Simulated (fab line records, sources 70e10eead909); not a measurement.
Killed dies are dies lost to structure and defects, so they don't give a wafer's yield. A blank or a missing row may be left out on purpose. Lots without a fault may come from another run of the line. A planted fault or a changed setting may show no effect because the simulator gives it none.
A struck lot beside a sound one | flow nand_harc | 15 steps out of a route of 1302
Sound: wafers L647.1, L647.2, L647.3. Struck: wafers L639.2, L639.4, L639.6. The cause comes at the end.
At each step with rows: each side's tool, then ch and its chambers, then its first start. Under that, the readings that differ: sound wafers | struck wafers | difference of the means | sigmas: that difference in standard deviations of wafers without a fault.
alike: readings whose means differ by less than 2 such deviations, and words and numbers that are the same on both sides. not compared: withheld readings, readings that some wafer has no value for, bounds like >300 that may hide the same value, and numbers for which the record gives no deviation and whose values overlap.
The two part at a step that has a row with sigmas, a row that says differs or no value, or rows on one side only. Numbers that don't overlap but have no deviation are shown without sigmas and don't part them. A reading that every wafer of one side lacks parts them only if that side has two wafers or more.

first, 8 steps without rows for these wafers: NHARC_THIN_TSV_DEHYDRATE_25 (time 120 s); NHARC_THIN_TSV_HMDS_26 (time 30 s); NHARC_THIN_TSV_COAT_27; NHARC_THIN_TSV_SOFTBAKE_28 (time 95 s); NHARC_THIN_TSV_EBR_29; NHARC_THIN_TSV_EXPOSE_30 (exposes mask PAD); NHARC_THIN_TSV_PEB_31 (peb time 85 s); NHARC_THIN_TSV_DEVELOP_32 (time 70 s).
NHARC_THIN_TSV_CD_MEAS_33: target cd 5000 nm.
  sound on cd_sem-03 ch 0, day 31 15:20; struck on cd_sem-03 ch 0, day 28 07:08
  alike: cd_nm
then, 1 step without rows for these wafers: NHARC_THIN_TSV_HARDBAKE_34 (time 80 s).
NHARC_THIN_TSV_DESCUM_35: chemistry O2, time 3 s.
  sound on rie_diel-11 ch 0,1,3, day 31 15:29; struck on rie_diel-11 ch 1,3, day 28 07:18
  alike: drypump_motor_current_A, o2_flow_sccm, oes_product_au, rf_vpp_V, showerhead_plenum_p_Torr, throttle_valve_pct
  not compared: rf_hours_counter_h
NHARC_THIN_TSV_ETCH_59: etches the open film in Cl2/BCl3, target depth 880 nm, time 138.1 s.
  sound on rie_metal-01 ch 0,1, day 31 15:37; struck on rie_metal-03 ch 0, day 28 07:26
  alike: drypump_motor_current_A, oes_product_au, run_length_s, throttle_valve_pct
  not compared: rf_hours_counter_h
NHARC_THIN_TSV_ETCH_36: etches the open film in Cl2/BCl3, target depth 65 nm, time 18.571 s.
  sound on rie_metal-01 ch 0,1, day 31 15:52; struck on rie_metal-03 ch 0, day 28 07:41
  reading          | sound          | struck         | difference | sigmas
  run_length_s (s) | 39.9 39.2 39.5 | 35.3 35.5 35.7 | -4.0       | -13
  alike: drypump_motor_current_A, oes_product_au
  not compared: rf_hours_counter_h
NHARC_THIN_TSV_STRIP_56: strips in O2.
  sound on plasma_asher-01 ch 0,1, day 31 15:58; struck on plasma_asher-01 ch 0,1, day 28 07:50
  alike: drypump_motor_current_A, heater_power_w
  not compared: rf_hours_counter_h
NHARC_END_SORT_01:
  the record has rows for the struck wafers here (prober-02 ch 0, day 28 17:02) and none for the sound ones

WHERE THEY PART
First at NHARC_THIN_TSV_ETCH_36; last, within this record, at NHARC_END_SORT_01.

WHY: what the simulator had put in
Process parameter drift: rie_metal-03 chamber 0, from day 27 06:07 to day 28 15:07, at NHARC_THIN_TSV_ETCH_36. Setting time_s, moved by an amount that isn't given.
